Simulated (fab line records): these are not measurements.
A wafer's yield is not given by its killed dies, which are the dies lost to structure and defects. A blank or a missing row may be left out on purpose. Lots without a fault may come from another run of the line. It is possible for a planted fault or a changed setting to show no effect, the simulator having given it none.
Split-lot study :: flow n5Finfet :: route with 1938 steps; 7 lots, 21 wafers read

== ON THE SPLIT ==
At N5_BEOL_M7_COAT_05 (resist thk 90 nm), the setting spinRpm was moved away from the recipe's 1500 rpm on 10 of the 21 wafers read, by -4.7% to +10.9%. This setting was run at the recipe's value on the other wafers.

Reading taken at the split's own step.

== THE READING ==
CAR-ArF_of_BEOL_M7_COAT_05.thkNm (the simulator's own value, which no gauge read), in nm, at N5_BEOL_M7_COAT_05 (resist thk 90 nm). No usual value for it is given in the file. The 11 wafers here that ran the recipe average 90.1 nm, standard deviation 0.32 nm.

wafer: L078.2
tool, chamber at the split: lithoTrack-02, 0
spinRpm as run, rpm: 1500
against the recipe: recipe
CAR-ArF_of_BEOL_M7_COAT_05.thkNm, nm: 90
against lot-mates on the recipe: -

wafer: L078.3
tool, chamber at the split: lithoTrack-02, 0
spinRpm as run, rpm: 1500
against the recipe: recipe
CAR-ArF_of_BEOL_M7_COAT_05.thkNm, nm: 90
against lot-mates on the recipe: -

wafer: L078.5
tool, chamber at the split: lithoTrack-02, 0
spinRpm as run, rpm: 1500
against the recipe: recipe
CAR-ArF_of_BEOL_M7_COAT_05.thkNm, nm: 89.8
against lot-mates on the recipe: -

wafer: L081.1
tool, chamber at the split: lithoTrack-04, 0
spinRpm as run, rpm: 1575
against the recipe: +5.0%
CAR-ArF_of_BEOL_M7_COAT_05.thkNm, nm: 87.6
against lot-mates on the recipe: no lot-mate on the recipe

wafer: L081.2
tool, chamber at the split: lithoTrack-04, 0
spinRpm as run, rpm: 1575
against the recipe: +5.0%
CAR-ArF_of_BEOL_M7_COAT_05.thkNm, nm: 87.6
against lot-mates on the recipe: no lot-mate on the recipe

wafer: L081.4
tool, chamber at the split: lithoTrack-04, 0
spinRpm as run, rpm: 1575
against the recipe: +5.0%
CAR-ArF_of_BEOL_M7_COAT_05.thkNm, nm: 87.6
against lot-mates on the recipe: no lot-mate on the recipe

wafer: L084.1
tool, chamber at the split: lithoTrack-04, 0
spinRpm as run, rpm: 1620
against the recipe: +8.0%
CAR-ArF_of_BEOL_M7_COAT_05.thkNm, nm: 86.6
against lot-mates on the recipe: -3.8

wafer: L084.3
tool, chamber at the split: lithoTrack-04, 0
spinRpm as run, rpm: 1620
against the recipe: +8.0%
CAR-ArF_of_BEOL_M7_COAT_05.thkNm, nm: 87
against lot-mates on the recipe: -3.4

wafer: L084.6
tool, chamber at the split: lithoTrack-04, 0
spinRpm as run, rpm: 1500
against the recipe: recipe
CAR-ArF_of_BEOL_M7_COAT_05.thkNm, nm: 90.4
against lot-mates on the recipe: -

wafer: L087.1
tool, chamber at the split: lithoTrack-05, 0
spinRpm as run, rpm: 1500
against the recipe: recipe
CAR-ArF_of_BEOL_M7_COAT_05.thkNm, nm: 89.8
against lot-mates on the recipe: -

wafer: L087.3
tool, chamber at the split: lithoTrack-05, 0
spinRpm as run, rpm: 1500
against the recipe: recipe
CAR-ArF_of_BEOL_M7_COAT_05.thkNm, nm: 90.4
against lot-mates on the recipe: -

wafer: L087.4
tool, chamber at the split: lithoTrack-05, 0
spinRpm as run, rpm: 1500
against the recipe: recipe
CAR-ArF_of_BEOL_M7_COAT_05.thkNm, nm: 90.4
against lot-mates on the recipe: -

wafer: L090.1
tool, chamber at the split: lithoTrack-02, 0
spinRpm as run, rpm: 1500
against the recipe: recipe
CAR-ArF_of_BEOL_M7_COAT_05.thkNm, nm: 90.4
against lot-mates on the recipe: -

wafer: L090.3
tool, chamber at the split: lithoTrack-02, 0
spinRpm as run, rpm: 1500
against the recipe: recipe
CAR-ArF_of_BEOL_M7_COAT_05.thkNm, nm: 90.4
against lot-mates on the recipe: -

wafer: L090.5
tool, chamber at the split: lithoTrack-02, 0
spinRpm as run, rpm: 1664
against the recipe: +10.9%
CAR-ArF_of_BEOL_M7_COAT_05.thkNm, nm: 85.8
against lot-mates on the recipe: -4.6

wafer: L094.3
tool, chamber at the split: lithoTrack-04, 0
spinRpm as run, rpm: 1429
against the recipe: -4.7%
CAR-ArF_of_BEOL_M7_COAT_05.thkNm, nm: 92
against lot-mates on the recipe: +2.4

wafer: L094.5
tool, chamber at the split: lithoTrack-04, 0
spinRpm as run, rpm: 1500
against the recipe: recipe
CAR-ArF_of_BEOL_M7_COAT_05.thkNm, nm: 89.6
against lot-mates on the recipe: -

wafer: L094.6
tool, chamber at the split: lithoTrack-04, 0
spinRpm as run, rpm: 1500
against the recipe: recipe
CAR-ArF_of_BEOL_M7_COAT_05.thkNm, nm: 89.6
against lot-mates on the recipe: -

wafer: L089.1
tool, chamber at the split: lithoTrack-02, 0
spinRpm as run, rpm: 1455
against the recipe: -3.0%
CAR-ArF_of_BEOL_M7_COAT_05.thkNm, nm: 91.2
against lot-mates on the recipe: no lot-mate on the recipe

wafer: L089.2
tool, chamber at the split: lithoTrack-02, 0
spinRpm as run, rpm: 1455
against the recipe: -3.0%
CAR-ArF_of_BEOL_M7_COAT_05.thkNm, nm: 91.6
against lot-mates on the recipe: no lot-mate on the recipe

wafer: L089.3
tool, chamber at the split: lithoTrack-02, 0
spinRpm as run, rpm: 1455
against the recipe: -3.0%
CAR-ArF_of_BEOL_M7_COAT_05.thkNm, nm: 91.4
against lot-mates on the recipe: no lot-mate on the recipe

THE FIT
A straight line over all 21 wafers: CAR-ArF_of_BEOL_M7_COAT_05.thkNm changes by -0.421 nm for each +1% of spinRpm; r = -0.98; the points scatter about the line by 0.31 nm.
The same after taking each lot's own level away (the mean of its wafers on the recipe; 15 wafers): -0.444 nm for each +1%; r = -0.99; scatter 0.19 nm.
On that fit, the largest move of spinRpm shifts the reading by 4.9 nm.
From 89.60 to 90.40 nm: that is the span of the lots' own levels, equal to 2.5 times the standard deviation above.
Hence the lot-to-lot level has little effect on the slope; both slopes agree.
Check: with one of the wafers moved furthest among these (+10.9%) left out of the fit, the line predicts -5.01 nm for it against its lot-mates. Against them it came out at -4.6 nm.

== FURTHER SPLITS ON THESE WAFERS ==
Other splits were also applied to these wafers ahead of the reading. Each is held against what the fit with the lots' levels taken away leaves over:
other split on the same wafers: N5_BEOL_M0_SAQP_DESCUM_45 timeS
wafers away from the commonest value: 11
r with CAR-ArF_of_BEOL_M7_COAT_05.thkNm (lot level and that fit taken away): -0.33

other split on the same wafers: N5_BEOL_M3_EXPOSE_25 doseMj
wafers away from the commonest value: 5
r with CAR-ArF_of_BEOL_M7_COAT_05.thkNm (lot level and that fit taken away): +0.18

other split on the same wafers: N5_BEOL_M3_ALD_98 aldCycles
wafers away from the commonest value: 7
r with CAR-ArF_of_BEOL_M7_COAT_05.thkNm (lot level and that fit taken away): +0.18

other split on the same wafers: N5_BEOL_M3_ETCH_41 targetDepthA
wafers away from the commonest value: 5
r with CAR-ArF_of_BEOL_M7_COAT_05.thkNm (lot level and that fit taken away): +0.05

other split on the same wafers: N5_BEOL_M4_ETCH_64 biasW
wafers away from the commonest value: 10
r with CAR-ArF_of_BEOL_M7_COAT_05.thkNm (lot level and that fit taken away): +0.02

other split on the same wafers: N5_BEOL_M4_COAT_22 spinRpm
wafers away from the commonest value: 11
r with CAR-ArF_of_BEOL_M7_COAT_05.thkNm (lot level and that fit taken away): +0.14

other split on the same wafers: N5_BEOL_M5_COAT_74 spinRpm
wafers away from the commonest value: 7
r with CAR-ArF_of_BEOL_M7_COAT_05.thkNm (lot level and that fit taken away): +0.01

other split on the same wafers: N5_BEOL_M5_COAT_22 spinRpm
wafers away from the commonest value: 7
r with CAR-ArF_of_BEOL_M7_COAT_05.thkNm (lot level and that fit taken away): +0.11

== THE FILE'S OWN FIT ==
CAR-ArF_of_BEOL_M7_COAT_05.thkNm changes by -0.439 nm for each +1% of spinRpm, r = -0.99.
